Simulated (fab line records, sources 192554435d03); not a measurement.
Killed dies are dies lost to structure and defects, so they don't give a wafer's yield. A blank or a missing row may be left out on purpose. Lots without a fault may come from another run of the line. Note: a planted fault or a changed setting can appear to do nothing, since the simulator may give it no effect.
Chamber matching ; flow n5 finfet ; N5_MOL_CONTACT_COAG_ALD_20 on ald metal-01 has 4 sister chambers
The step deposits TiN, target thk 1.5 nm, pulse time 1 s, purge time 3 s. 4 wafers are shown with their chamber, then 7 later ones without.

## WAFERS PAIRED WITH THEIR CHAMBERS
wafer;chamber;heater power outer w (W)
L081.5;3;515
L085.6;0;522
L088.1;1;660
L088.5;2;482

## WAFERS WHOSE CHAMBER IS MISSING
wafer;heater power outer w (W)
L088.6;530
L091.1;484
L091.2;654
L091.4;514
L092.2;510
L092.3;486
L092.4;673

## WHICH CHAMBER EACH WENT THROUGH
wafer;from the rows above;in truth
L088.6;can't be placed: 0 or 3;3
L091.1;2;2
L091.2;1;1
L091.4;can't be placed: 3 or 0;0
L092.2;can't be placed: 3 or 0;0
L092.3;2;2
L092.4;1;1
Placed correctly: 4 of 7. Not placeable from these rows: 3 (in 3, the candidates include the true chamber). 0 placed wrongly.
How it was worked out, from the rows above alone: a wafer's distance from a chamber is the root of the sum, over the readings, of the square of ((its reading less the chamber's mean) divided by the reading's scatter). The wafer belongs to the nearest chamber; if the next one is less than 2 further off, it can't be placed. A chamber's mean is the mean of its shown wafers. The scatter: with one shown wafer a chamber, the root of the mean of the squares of how far each hidden wafer lies from its nearest shown one.
